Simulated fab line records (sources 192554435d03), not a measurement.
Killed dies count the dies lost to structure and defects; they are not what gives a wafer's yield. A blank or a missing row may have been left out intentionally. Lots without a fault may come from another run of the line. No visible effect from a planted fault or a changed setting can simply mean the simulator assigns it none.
Chamber matching -- flow n5Finfet -- N5_BEOL_M5_PECVD_70 on pecvd-02 has 3 sister chambers
The step deposits SiO2 from TEOS/O2, target thk 16 nm, time 18 s. 6 wafers are shown with their chamber, then 10 later ones without.

== WAFERS PAIRED WITH THEIR CHAMBERS ==
wafer,chamber,throttleValvePct (%),heaterPowerW (W)
L081.2,1,23.9,835
L081.4,1,24.0,825
L086.1,2,21.1,549
L086.4,0,22.6,641
L091.1,2,21.0,627
L091.3,0,23.0,686

== WAFERS WHOSE CHAMBER IS MISSING ==
wafer,throttleValvePct (%),heaterPowerW (W)
L091.5,23.0,697
L094.2,23.7,815
L094.4,21.0,563
L094.6,21.0,554
L097.1,21.3,623
L097.2,24.0,800
L097.3,23.0,806
L097.4,23.6,798
L097.5,20.9,615
L097.6,23.1,805

== WHICH CHAMBER EACH WENT THROUGH ==
wafer,from the rows above,in truth
L091.5,0,0
L094.2,1,1
L094.4,2,2
L094.6,2,2
L097.1,2,2
L097.2,1,1
L097.3,can't be placed: 0 or 1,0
L097.4,1,1
L097.5,2,2
L097.6,can't be placed: 0 or 1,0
8 of 10 placed correctly. Unplaceable from these rows: 2, with the true chamber sitting among the candidates in 2. 0 placed wrongly.
How it was worked out, from the rows above alone: a wafer's distance from a chamber is the root of the sum, over the readings, of the square of ((its reading less the chamber's mean) divided by the reading's scatter). If the next closest chamber is less than 2 further off than the closest, the wafer can't be placed; otherwise it belongs to the closest. For every chamber, the mean is computed from those of its wafers that are shown. The scatter is the square root of a quotient: the sum, over the shown wafers, of each reading's squared deviation from its chamber's mean, divided by wafers minus chambers.
